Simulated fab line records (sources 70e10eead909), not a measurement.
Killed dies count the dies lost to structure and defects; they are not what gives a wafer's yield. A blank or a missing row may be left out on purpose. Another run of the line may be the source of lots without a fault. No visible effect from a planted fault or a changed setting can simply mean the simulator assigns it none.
Which of the tools did it? | flow nandHarc | 33 wafers from 11 lots sampled at 5 of the route's 1302 steps

== WHAT EACH GAUGE READ, for each wafer ==
NHARC_END_SORT_01.
lot  | measured     | on        | killedAtArray
L926 | day 28 22:23 | prober-02 | 29 26 607
L927 | day 30 03:15 | prober-01 | 38 37 596

== WHICH TOOL RAN EACH LOT (tool, then ch and the chambers of the sampled wafers, then the start) ==
lot  | NHARC_A_CONTACT_ETCH_48           | NHARC_A_CONTACT_ETCH_50                      | NHARC_A_CONTACT_ETCH_111           | NHARC_A_CONTACT_ETCH_117
L916 | rieDiel-03 ch 0,1, day 22 03:32   | rieDiel-03 ch 0,3, day 22 05:21 or earlier   | harCapEtch-02 ch 0,1, day 22 05:21 | harCapEtch-02 ch 0,1, day 22 06:23
L918 | rieDiel-02 ch 0,1,2, day 22 18:39 | rieDiel-02 ch 0,3, day 22 20:23 or earlier   | harCapEtch-01 ch 0,1, day 22 20:23 | harCapEtch-01 ch 0,1, day 22 21:26
L919 | rieDiel-13 ch 0,2,3, day 23 05:33 | rieDiel-13 ch 1,2,3, day 23 07:22 or earlier | harCapEtch-02 ch 0,1, day 23 07:22 | harCapEtch-02 ch 0,1, day 23 08:25
L920 | rieDiel-13 ch 1,3, day 23 11:04   | rieDiel-13 ch 1,3, day 23 15:37 or earlier   | harCapEtch-01 ch 0,1, day 23 15:37 | harCapEtch-01 ch 0,1, day 23 16:40
L922 | rieDiel-03 ch 1,2, day 25 00:22   | rieDiel-03 ch 1,2, day 25 02:17 or earlier   | harCapEtch-02 ch 0,1, day 25 02:17 | harCapEtch-02 ch 0,1, day 25 03:20
L923 | rieDiel-02 ch 0,3, day 25 06:37   | rieDiel-02 ch 0,3, day 25 08:23 or earlier   | harCapEtch-01 ch 0, day 25 08:23   | harCapEtch-01 ch 0, day 25 09:26
L926 | rieDiel-02 ch 0,1,3, day 25 22:08 | rieDiel-02 ch 0,2,3, day 25 23:55 or earlier | harCapEtch-02 ch 0,1, day 25 23:55 | harCapEtch-02 ch 0,1, day 26 00:57
L925 | rieDiel-03 ch 0,1, day 25 22:22   | rieDiel-03 ch 1,2,3, day 26 00:05 or earlier | harCapEtch-03 ch 0,1, day 26 00:05 | harCapEtch-03 ch 0,1, day 26 01:08
L927 | rieDiel-02 ch 0,1,2, day 27 05:06 | rieDiel-02 ch 0,2, day 27 06:50 or earlier   | harCapEtch-02 ch 0,1, day 27 06:50 | harCapEtch-02 ch 0,1, day 27 07:53
L937 | rieDiel-02 ch 1,2,3, day 30 11:17 | rieDiel-02 ch 1,2,3, day 30 13:03 or earlier | harCapEtch-03 ch 0,1, day 30 13:03 | harCapEtch-03 ch 0,1, day 30 14:05
L935 | rieDiel-13 ch 1,2, day 30 15:24   | rieDiel-13 ch 0,1, day 30 17:08 or earlier   | harCapEtch-02 ch 0,1, day 30 17:08 | harCapEtch-02 ch 0,1, day 30 18:12
- NHARC_A_CONTACT_ETCH_48: etches the open film in CF4, target depth 39 nm, time 65 s.
- NHARC_A_CONTACT_ETCH_50: etches the open film in CF4/CHF3, target depth 121 nm, time 60.5 s.
- NHARC_A_CONTACT_ETCH_111: etches the open film in C4F8/O2/Ar, time 140 s, target depth 700 nm.
- NHARC_A_CONTACT_ETCH_117: etches the open film in C4F8/O2/Ar, time 190 s, target depth 1850 nm.

== THE ANSWER, worked out from the rows above alone ==
Rule: the lots themselves supply what counts as usual. The widest of any qualifying gaps counts: lots, ordered by their means at a reading, are off when they make up no more than a third of the lots, leave a main group of 4 or more, and stand apart from it by 3 or more times the standard deviation of that group's means. A main group is skipped when, at the precision printed for the reading in the tables above, its means are all equal. Also off: a lot with no number at a reading for which 4 or more lots have one. Any other lot the step has rows for is counted as sound.
No lot is off at any reading shown: from this, nothing can be told.

== WHAT THE SIMULATOR HAD INSERTED ==
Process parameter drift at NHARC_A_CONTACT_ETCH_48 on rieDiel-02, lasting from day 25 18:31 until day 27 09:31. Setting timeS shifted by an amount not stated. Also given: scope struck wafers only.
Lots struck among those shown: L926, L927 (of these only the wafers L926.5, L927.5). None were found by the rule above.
